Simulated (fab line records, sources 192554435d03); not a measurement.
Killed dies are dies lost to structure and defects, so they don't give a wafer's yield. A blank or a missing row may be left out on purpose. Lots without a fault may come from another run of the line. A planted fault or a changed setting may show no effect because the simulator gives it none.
Which tool did it? | flow n5_finfet | 9 lots, 27 wafers sampled, at 2 steps of a route of 1938

WHAT THE GAUGES READ, wafer by wafer
N5_BEOL_M0_SAQP_INSPECT_42: inspects for defects (brightfield).
lot  | measured     | on                | raw_defect_count
L077 | day 6 11:05  | defect_inspect-01 | 241 214 195
L078 | day 6 17:38  | defect_inspect-02 | 311 329 220
L080 | day 7 05:41  | defect_inspect-02 | 326 223 222
L083 | day 8 03:36  | defect_inspect-01 | 194 209 240
L085 | day 8 21:01  | defect_inspect-02 | 308 472 330
L089 | day 9 13:37  | defect_inspect-02 | 316 442 342
L091 | day 9 22:26  | defect_inspect-01 | 318 321 307
L094 | day 10 22:43 | defect_inspect-02 | 302 208 288
L097 | day 11 13:07 | defect_inspect-02 | 531 265 410

WHICH TOOL RAN EACH LOT (tool, then ch and the chambers of the sampled wafers, then the start)
lot  | N5_BEOL_M0_SAQP_MANDREL2_REMOVE_110
L077 | rie_si-06 ch 1,2,3, day 6 10:27
L078 | rie_si-06 ch 0,1,2, day 6 16:59
L080 | rie_si-02 ch 0,2, day 7 05:10
L083 | rie_si-06 ch 1,3, day 8 02:58
L085 | rie_si-03 ch 1,2,3, day 8 20:23
L089 | rie_si-03 ch 0,2,3, day 9 12:59
L091 | rie_si-06 ch 1,2,3, day 9 21:56
L094 | rie_si-06 ch 0,1,3, day 10 22:13
L097 | rie_si-02 ch 0,1, day 11 12:36
- N5_BEOL_M0_SAQP_MANDREL2_REMOVE_110: chemistry HBr/Cl2/O2, target a-Si, stops on SiCN, bt time 10 s.

THE ANSWER, worked out from the rows above alone
Rule: what is usual is taken from the lots themselves. Put in order of their means at a reading, lots are off if they are a third of the lots or fewer, leave a main group of 4 or more, and stand apart from it by a gap of 3 or more times the standard deviation of the main group's means; of several such gaps the widest counts. A main group whose means are all the same, to the digits that the tables above print for the reading, isn't used. A lot without any number at a reading at which 4 lots or more have one is off too. The other lots that the step has rows for count as sound.
No lot is off at any reading shown: from this, nothing can be told.

WHAT THE SIMULATOR HAD PUT IN
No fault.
